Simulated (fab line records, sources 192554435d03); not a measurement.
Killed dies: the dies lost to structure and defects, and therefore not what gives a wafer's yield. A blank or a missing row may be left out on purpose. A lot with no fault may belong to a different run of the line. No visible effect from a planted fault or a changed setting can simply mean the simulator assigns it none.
Matching of chambers | flow n5_finfet | 4 sister chambers for N5_BEOL_M6_ETCH_65 on rie_diel-05
The step etches SiARC in CF4, target depth 15.6 nm, time 26 s. 4 wafers are shown with their chamber, then 8 later ones without.

== WAFERS PAIRED WITH THEIR CHAMBERS ==
wafer  | chamber | showerhead_plenum_p_Torr (Torr)
L088.4 | 0       | 2.03
L088.5 | 2       | 2.13
L088.6 | 3       | 2.13
L092.1 | 1       | 2.18

== WAFERS WITH NO CHAMBER GIVEN ==
wafer  | showerhead_plenum_p_Torr (Torr)
L092.4 | 2.03
L092.6 | 2.13
L094.2 | 2.13
L094.3 | 2.13
L094.5 | 2.17
L097.1 | 2.02
L097.4 | 2.12
L097.5 | 2.12

== WHICH CHAMBER EACH ONE RAN IN ==
wafer  | from the rows above     | in truth
L092.4 | 0                       | 0
L092.6 | can't be placed: 2 or 3 | 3
L094.2 | can't be placed: 2 or 3 | 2
L094.3 | can't be placed: 2 or 3 | 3
L094.5 | 1                       | 1
L097.1 | 0                       | 0
L097.4 | can't be placed: 2 or 3 | 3
L097.5 | can't be placed: 2 or 3 | 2
3 of 8 placed correctly. Cannot be placed on the basis of these rows: 5; the candidates contain the true chamber in 5. Placed wrongly: 0.
How it was worked out, from the rows above alone: a wafer's distance from a chamber is the root of the sum, over the readings, of the square of ((its reading less the chamber's mean) divided by the reading's scatter). If the next closest chamber is less than 2 further off than the closest, the wafer can't be placed; otherwise it belongs to the closest. A chamber's mean is the mean of its shown wafers. The scatter: with one shown wafer a chamber, the root of the mean of the squares of how far each hidden wafer lies from its nearest shown one.
